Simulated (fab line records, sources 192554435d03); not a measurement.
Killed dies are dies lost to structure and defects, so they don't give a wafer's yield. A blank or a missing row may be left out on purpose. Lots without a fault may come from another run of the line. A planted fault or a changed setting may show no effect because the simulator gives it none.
A struck lot beside a sound one | flow n5_finfet | 36 steps out of a route of 1938
Sound: wafers L365.2, L365.3, L365.4. Struck: wafers L358.2, L358.3, L358.4. The cause comes at the end.
At each step with rows: each side's tool, then ch and its chambers, then its first start. Under that, the readings that differ: sound wafers | struck wafers | difference of the means | sigmas: that difference in standard deviations of wafers without a fault.
alike: readings whose means differ by less than 2 such deviations, and words and numbers that are the same on both sides. not compared: withheld readings, readings that some wafer has no value for, bounds like >300 that may hide the same value, and numbers for which the record gives no deviation and whose values overlap.
The two part at a step that has a row with sigmas, a row that says differs or no value, or rows on one side only. Numbers that don't overlap but have no deviation are shown without sigmas and don't part them. A reading that every wafer of one side lacks parts them only if that side has two wafers or more.

first, 9 steps without rows for these wafers: N5_BEOL_M4_ANNEAL_95 (time 240 s); N5_BEOL_M4_SPUTTER_96 (material Cu, target thk 4.5 nm, time 8.29 s); N5_BEOL_M4_ECD_50 (material Cu, target thk 300 nm); N5_BEOL_M4_ANNEAL_51 (time 90 s); N5_BEOL_M4_CMP_52 (polishes, stops on SiOC, t overpolish 6.8 s, target thk 40 nm); N5_BEOL_M4_PRE_CLEAN_60 (time 15 s); N5_BEOL_M4_CO_CAP_55 (material Co, precursor CCTBA/H2, target thk 2 nm, time 102.1 s); N5_BEOL_M4_PRE_CLEAN_56 (time 15 s); N5_BEOL_M4_DEP_57 (deposits SiCN from 3MS/NH3, target thk 8 nm, time 14 s).
N5_BEOL_M4_RC_MEAS_101:
  sound on prober-02 ch 0, day 14 02:47; struck on prober-02 ch 0, day 11 12:47
  alike: DIBL_N, DIBL_P, IOFF_N, IOFF_P, ION_N, ION_P, SS_N, SS_P, VT_N, VT_P
then, 24 steps without rows for these wafers: N5_BEOL_M5_ILD_DEP_00 (deposits SiCOH lowk from DEMS/porogen, target thk 140.64 nm, time 25.9 s); N5_BEOL_M5_CURE_79 (cures SiCOH lowk, time 240 s); N5_BEOL_M5_PECVD_70 (deposits SiO2 from TEOS/O2, target thk 16 nm, time 18 s); N5_BEOL_M5_HM_DEP_02 (deposits TiN, target thk 20 nm); N5_BEOL_M5_COAT_59 (time 60 s, resist thk 60 nm); N5_BEOL_M5_COAT_60 (time 60 s, resist thk 12 nm); N5_BEOL_M5_COAT_71 (time 60 s, resist thk 5 nm); N5_BEOL_M5_COAT_05 (resist thk 30 nm); N5_BEOL_M5_EBR_07; N5_BEOL_M5_SOFTBAKE_06 (time 60 s); N5_BEOL_M5_EXPOSE_08 (exposes mask M5, target cd 28 nm); N5_BEOL_M5_PEB_09 (peb time 60 s); N5_BEOL_M5_DEVELOP_10 (develop time 30 s); N5_BEOL_M5_DESCUM_16 (chemistry O2, time 7 s); N5_BEOL_M5_ETCH_72 (etches underlayer in N2/H2, target depth 6.5 nm, time 5.2 s); N5_BEOL_M5_ETCH_61 (etches SiARC in CF4, target depth 15.6 nm, time 26 s); N5_BEOL_M5_ETCH_62 (etches SOC in N2/H2, target depth 75 nm, overetch 15 nm, time 112.5 s); N5_BEOL_M5_STRIP_63 (strips in N2/H2); N5_BEOL_M5_STRIP_73 (strips in N2/H2); N5_BEOL_M5_STRIP_64 (strips in CF4); N5_BEOL_M5_HM_OPEN_17 (chemistry Cl2/BCl3, target TiN, target depth 20 nm, overetch 6 nm); N5_BEOL_M5_STRIP_19 (strips in O2); N5_BEOL_M5_COAT_65 (time 60 s, resist thk 60 nm); N5_BEOL_M5_COAT_66 (time 60 s, resist thk 12 nm).
N5_BEOL_M6_DEP_56: deposits SiCN from 3MS/NH3, target thk 10 nm, time 17.5 s.
  sound on pecvd-03 ch 0,1, day 15 02:41; struck on pecvd-03 ch 0,1,2, day 12 09:57
  no value came back on the struck wafers for chamber_pressure_Torr (Torr), rf_fwd_power_W (W), showerhead_plenum_p_Torr (Torr), throttle_valve_pct (%); on the sound wafers chamber_pressure_Torr (Torr) reads 2.993 2.995 3.001
-- the record jumps here: 3 days lie between the struck wafers' starts before and after (it left off in module BEOL_M6 and takes up again in module PASSIVATION, whose first step shown is number 1936 of the route) --
N5_PASSIVATION_PROBE_49:
  the record has rows for the struck wafers here (prober-01, day 15 18:16) and none for the sound ones

WHERE THEY PART
First at N5_BEOL_M6_DEP_56; last, within this record, at N5_PASSIVATION_PROBE_49.

WHY: what the simulator had put in
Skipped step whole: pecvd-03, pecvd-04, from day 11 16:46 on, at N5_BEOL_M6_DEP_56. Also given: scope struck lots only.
